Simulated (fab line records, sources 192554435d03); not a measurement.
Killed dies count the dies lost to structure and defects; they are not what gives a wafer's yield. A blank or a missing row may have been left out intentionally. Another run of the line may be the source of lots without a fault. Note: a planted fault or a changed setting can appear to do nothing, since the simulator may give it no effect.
fab line records -- flow n5-finfet -- part 2 of 2: steps 20 to 24 of 24
[record] lots = 5, wafers = 15, last-day = 17
route steps=1938 shown GATE_CUT@479
lots untouched by any fault: they come from a run of this same line in which no faults occurred
start-h: hours from the record's first day to the start of the lot's first wafer shown -- wait-h: hours since the lot's step before -- " same as the row above -- L1.1+2: a row that stands for several wafers -- - value missing, or start not given -- * or withheld: withheld -- < > ~ a bound
route shown NAME@n: a module of which the file shows steps, and the number in the route of the first -- usual: mean and standard deviation over wafers with no fault -- same: alike in all rows -- chamber/n: place in a boat -- sites: readings site by site -- _std_site: the values' standard deviation -- _edge_site: outer sites' mean less inner sites' -- radius-mm: for every site, how far away it sits from the centre of the wafer -- mask NAME#n: copy n -- behind: the tool/chamber that last shaped the wafer -- hold: the reason the lot was held/the length of the hold in hours/how it ended -- device: transistor that didn't switch, given as n, p or np -- end of line: the tests these same wafers got at the end of their route -- a step with no rows: only its recipe -- killed: at the first sort, the dies lost to defects and structure; wafer yield is something else -- map: shows each die of a wafer: x if killed, . if not, _ if none is there
set.NAME: the setting as run; set.NAME@STEP: as run at that earlier step -- model.NAME: the simulator's own value behind a step, which no gauge read
lots seen at some steps along the route; tables by step, rows by wafer
services: when a tool's chamber went out of use (start-h, in hours from the record's first day, below 0 if earlier), for how many hours, and the reason
[[steps]]
[step N5_GATE_CUT_STRIP_42]
[recipe] chemistry = O2, power-w = 400, temp-c = 40, pressure-mtorr = 30, rf-frequency-hz = 6e+07, bias-power-w = 0, overash-fraction = 0.3, o2-flow-sccm = 225
[usual] chamber-pressure-mTorr = 29.998/0.027, drypump-motor-current-A = 5.9/0.44, oes-product-au = 0.78/0.066, rf-vpp-V = 3.7/0.43, showerhead-plenum-p-Torr = 2.13/0.057, temp-c = 40.00/0.12, throttle-valve-pct = 16.68/0.14
lot.wafer,tool,chamber,start-h,wait-h,chamber-pressure-mTorr,drypump-motor-current-A,oes-product-au,rf-hours-counter-h,rf-vpp-V,showerhead-plenum-p-Torr,temp-c,throttle-valve-pct
L082.2,rie-diel-03,0,132.94,0.0,30.002,6.4,0.75,190,3.4,2.07,39.98,16.66
L082.5,rie-diel-03,3,132.94,0.0,29.996,5.6,0.71,-,3.0,2.08,39.99,16.77
L082.6,rie-diel-03,0,132.94,0.0,30.029,6.3,0.74,-,3.7,2.07,39.98,16.68
L087.1,rie-diel-03,3,162.61,0.0,29.986,5.6,0.70,202,3.1,2.08,40.06,16.82
L087.2,rie-diel-03,2,162.61,0.0,30.001,5.5,0.75,174,3.7,2.09,40.11,16.54
L087.4,rie-diel-03,1,162.61,0.0,29.984,6.0,0.89,31,3.3,2.06,39.82,16.51
L090.3,rie-diel-04,3,180.28,0.0,30.015,6.5,0.71,175,3.4,2.10,39.96,16.66
L090.5,rie-diel-04,3,180.28,0.0,29.989,6.5,0.71,-,3.8,2.10,40.06,16.69
L090.6,rie-diel-04,0,180.28,0.0,30.024,5.4,0.85,-,4.0,2.23,39.89,16.51
L094.2,rie-diel-04,2,204.54,0.0,30.000,6.5,0.73,210,3.7,2.08,40.18,16.66
L094.5,rie-diel-04,3,204.54,0.0,30.014,6.5,0.70,-,4.0,2.09,40.10,16.69
L094.6,rie-diel-04,2,204.54,0.0,29.937,6.5,0.72,-,3.1,2.08,40.03,16.66
L095.3,rie-diel-05,3,211.00,0.0,29.992,5.7,0.85,61,3.4,2.21,40.06,16.63
L095.4,rie-diel-05,0,211.00,0.0,29.982,5.2,0.80,96,3.9,2.11,40.07,16.82
L095.6,rie-diel-05,2,211.00,0.0,29.963,5.7,0.73,-,4.5,2.16,39.95,16.94
[step N5_GATE_CUT_ETCH_19]
[recipe] chemistry = CH3F/O2, target = SiNx, mask-material = SiO2, target-depth-a = 537, time-s = 76.7, pressure-mtorr = 30, source-w = 395, bias-w = 73, Ar_flow_sccm = 150, CH3F_flow_sccm = 30, O2_flow_sccm = 20, ion-energy-ev = 120, ends = cleared
[usual] CH3F_flow_sccm = 30.01/0.093, chamber-pressure-mTorr = 30.001/0.03, drypump-motor-current-A = 5.9/0.44, etch-rf-on-time-s = 76.9/1.1, oes-product-au = 0.66/0.056, rf-vpp-V = 297.7/2.1, showerhead-plenum-p-Torr = 2.03/0.054, throttle-valve-pct = 16.34/0.16
lot.wafer,tool,chamber,start-h,wait-h,CH3F_flow_sccm,chamber-pressure-mTorr,drypump-motor-current-A,etch-rf-on-time-s,oes-product-au,rf-hours-counter-h,rf-vpp-V,showerhead-plenum-p-Torr,throttle-valve-pct
L082.2,rie-diel-03,0,132.98,0.0,30.16,30.009,6.4,76.8,0.64,190,299.1,1.98,16.35
L082.5,rie-diel-03,3,132.98,0.0,29.87,30.013,5.6,76.2,0.61,-,300.3,1.99,16.47
L082.6,rie-diel-03,0,132.98,0.0,30.01,29.971,6.3,77.0,0.63,-,299.7,1.98,16.36
L087.1,rie-diel-03,3,162.65,0.0,30.11,29.972,5.6,75.9,0.60,202,300.2,1.98,16.48
L087.2,rie-diel-03,2,162.65,0.0,29.97,30.011,5.4,76.0,0.64,174,295.3,1.99,16.19
L087.4,rie-diel-03,1,162.65,0.0,30.09,30.007,6.1,74.8,0.77,31,297.3,1.95,16.12
L090.3,rie-diel-04,3,180.32,0.0,30.08,30.008,6.4,77.6,0.61,175,295.7,1.99,16.34
L090.5,rie-diel-04,3,180.32,0.0,29.98,29.945,6.5,78.0,0.60,-,293.8,1.99,16.34
L090.6,rie-diel-04,0,180.32,0.0,29.84,30.003,5.4,76.9,0.72,-,300.3,2.11,16.10
L094.2,rie-diel-04,2,204.58,0.0,30.16,30.005,6.5,77.1,0.62,210,295.8,1.98,16.30
L094.5,rie-diel-04,3,204.58,0.0,30.15,29.989,6.5,77.6,0.60,-,294.6,1.99,16.34
L094.6,rie-diel-04,2,204.58,0.0,30.00,30.015,6.5,77.5,0.61,-,295.3,1.98,16.31
L095.3,rie-diel-05,3,211.04,0.0,29.94,30.031,5.7,74.9,0.72,61,298.9,2.11,16.32
L095.4,rie-diel-05,0,211.04,0.0,29.98,30.043,5.2,76.5,0.68,96,297.3,2.02,16.58
L095.6,rie-diel-05,2,211.04,0.0,29.99,29.987,5.7,77.5,0.61,-,298.1,2.06,16.59
[step N5_GATE_CUT_CUT_ETCH_53]
[recipe] chemistry = SF6/Cl2, target = W, mask-material = SiO2, target-depth-a = 792, pressure-mtorr = 8, icp-w = 900, bias-w = 80, SF6_flow_sccm = 40, Cl2_flow_sccm = 60, ends = cleared
[usual] chamber-pressure-mTorr = 7.999/0.0074, drypump-motor-current-A = 5.8/0.36, etch-rf-on-time-s = 26.1/0.37, oes-product-au = 0.68/0.089, throttle-valve-pct = 28.9/0.37
lot.wafer,tool,chamber,start-h,wait-h,chamber-pressure-mTorr,drypump-motor-current-A,etch-rf-on-time-s,oes-product-au,rf-hours-counter-h,throttle-valve-pct
L082.2,rie-metal-03,0,133.09,0.1,7.986,6.3,26.3,0.72,37,29.0
L082.5,rie-metal-03,0,133.09,0.1,8.011,6.2,25.9,0.71,-,29.1
L082.6,rie-metal-03,1,133.09,0.1,8.006,5.4,26.4,0.53,-,28.6
L087.1,rie-metal-03,1,162.76,0.1,7.991,5.4,26.1,0.91,0,28.3
L087.2,rie-metal-03,0,162.76,0.1,7.999,6.2,26.2,0.71,40,29.1
L087.4,rie-metal-03,0,162.76,0.1,8.000,6.2,26.1,0.71,-,29.0
L090.3,rie-metal-03,1,180.44,0.1,7.986,5.4,26.3,0.87,-,28.3
L090.5,rie-metal-03,1,180.44,0.1,7.989,5.4,26.3,0.87,-,28.3
L090.6,rie-metal-03,0,180.44,0.1,7.993,6.3,26.1,0.70,-,29.1
L094.2,rie-metal-03,0,204.69,0.1,8.016,6.3,26.2,0.69,44,29.1
L094.5,rie-metal-03,0,204.69,0.1,7.998,6.3,26.0,0.70,-,29.1
L094.6,rie-metal-03,1,204.69,0.1,8.014,5.4,26.4,0.85,-,28.3
L095.3,rie-metal-02,1,211.17,0.1,7.999,5.9,26.0,0.65,-,29.2
L095.4,rie-metal-02,0,211.17,0.1,8.002,5.3,26.3,0.55,-,28.8
L095.6,rie-metal-02,0,211.17,0.1,7.997,5.3,25.9,0.56,-,28.8
[step N5_GATE_CUT_CUT_ETCH_54]
[recipe] chemistry = Cl2/BCl3, target = TiN, mask-material = SiO2, target-depth-a = 967, pressure-mtorr = 10, icp-w = 1000, bias-w = 126, Cl2_flow_sccm = 53.25, bcl3-flow-sccm = 21.75, Ar_flow_sccm = 25, ends = cleared
[usual] chamber-pressure-mTorr = 9.999/0.0085, drypump-motor-current-A = 5.8/0.36, etch-rf-on-time-s = 36.4/0.5, oes-product-au = 0.68/0.089, throttle-valve-pct = 22.30/0.26
lot.wafer,tool,chamber,start-h,wait-h,chamber-pressure-mTorr,drypump-motor-current-A,etch-rf-on-time-s,oes-product-au,rf-hours-counter-h,throttle-valve-pct
L082.2,rie-metal-03,0,133.15,0.0,9.994,6.3,36.2,0.72,37,22.37
L082.5,rie-metal-03,0,133.15,0.0,9.994,6.3,36.4,0.71,-,22.37
L082.6,rie-metal-03,1,133.15,0.0,9.998,5.4,36.9,0.53,-,22.12
L087.1,rie-metal-03,1,162.82,0.0,10.001,5.4,36.4,0.91,0,21.79
L087.2,rie-metal-03,0,162.82,0.0,9.981,6.3,36.2,0.71,40,22.38
L087.4,rie-metal-03,0,162.82,0.0,10.003,6.3,36.1,0.72,-,22.38
L090.3,rie-metal-03,1,180.50,0.0,9.990,5.4,36.5,0.87,-,21.81
L090.5,rie-metal-03,1,180.50,0.0,10.001,5.4,36.4,0.87,-,21.79
L090.6,rie-metal-03,0,180.50,0.0,10.009,6.3,36.4,0.70,-,22.39
L094.2,rie-metal-03,0,204.75,0.0,10.009,6.3,36.4,0.70,44,22.39
L094.5,rie-metal-03,0,204.75,0.0,9.990,6.3,36.9,0.69,-,22.39
L094.6,rie-metal-03,1,204.75,0.0,10.004,5.4,36.9,0.85,-,21.80
L095.3,rie-metal-02,1,211.23,0.0,9.987,5.9,36.3,0.66,-,22.46
L095.4,rie-metal-02,0,211.23,0.0,9.995,5.3,36.5,0.56,-,22.32
L095.6,rie-metal-02,0,211.23,0.0,9.996,5.3,36.3,0.56,-,22.28
[step N5_GATE_CUT_CUT_ETCH_55]
[recipe] chemistry = BCl3, target = HfO2, mask-material = SiO2, target-depth-a = 32, ion-energy-ev = 30, pressure-mtorr = 5, icp-w = 450, bias-w = 18, bcl3-flow-sccm = 80
[usual] chamber-pressure-mTorr = 5.000/0.0046, drypump-motor-current-A = 5.8/0.35, oes-product-au = 0.75/0.098, throttle-valve-pct = 33.1/0.48
lot.wafer,tool,chamber,start-h,wait-h,chamber-pressure-mTorr,drypump-motor-current-A,oes-product-au,rf-hours-counter-h,throttle-valve-pct
L082.2,rie-metal-03,0,133.21,0.0,4.999,6.2,0.80,37,33.3
L082.5,rie-metal-03,0,133.21,0.0,5.003,6.3,0.80,-,33.3
L082.6,rie-metal-03,1,133.21,0.0,5.005,5.4,0.59,-,32.7
L087.1,rie-metal-03,1,162.88,0.0,4.998,5.4,1.01,0,32.5
L087.2,rie-metal-03,0,162.88,0.0,5.003,6.3,0.79,40,33.3
L087.4,rie-metal-03,0,162.88,0.0,5.005,6.3,0.79,-,33.3
L090.3,rie-metal-03,1,180.55,0.0,4.998,5.5,0.96,-,32.4
L090.5,rie-metal-03,1,180.55,0.0,5.003,5.4,0.95,-,32.5
L090.6,rie-metal-03,0,180.55,0.0,5.005,6.3,0.78,-,33.4
L094.2,rie-metal-03,0,204.81,0.0,4.999,6.3,0.77,44,33.3
L094.5,rie-metal-03,0,204.81,0.0,5.000,6.3,0.78,-,33.4
L094.6,rie-metal-03,1,204.81,0.0,5.009,5.4,0.94,-,32.5
L095.3,rie-metal-02,1,211.28,0.0,5.001,5.9,0.71,-,33.2
L095.4,rie-metal-02,0,211.28,0.0,5.008,5.3,0.61,-,32.8
L095.6,rie-metal-02,0,211.28,0.0,4.993,5.3,0.62,-,32.8
[[services]]
tool,chamber,start-h,hours,kind
euv-scanner-01,0,112.53,-,calibration
euv-scanner-02,-,120.18,10.6,repair
euv-scanner-01,-,132.06,0.6,repair
euv-scanner-01,-,133.57,2.2,repair
rie-metal-03,1,139.03,-,clean
rie-metal-03,1,139.03,20.9,scheduled-down
rie-metal-03,1,139.03,20.9,vent-cycle
rie-diel-05,-,140.08,0.4,repair
euv-scanner-01,-,141.54,1.0,pm
rie-metal-02,-,142.27,2.2,repair
euv-scanner-01,-,159.56,5.8,pm
euv-scanner-02,-,165.34,1.0,pm
litho-track-02,-,180.95,-,consumable-replace:filter
euv-scanner-02,-,190.97,4.6,pm
euv-scanner-01,-,197.69,1.0,pm
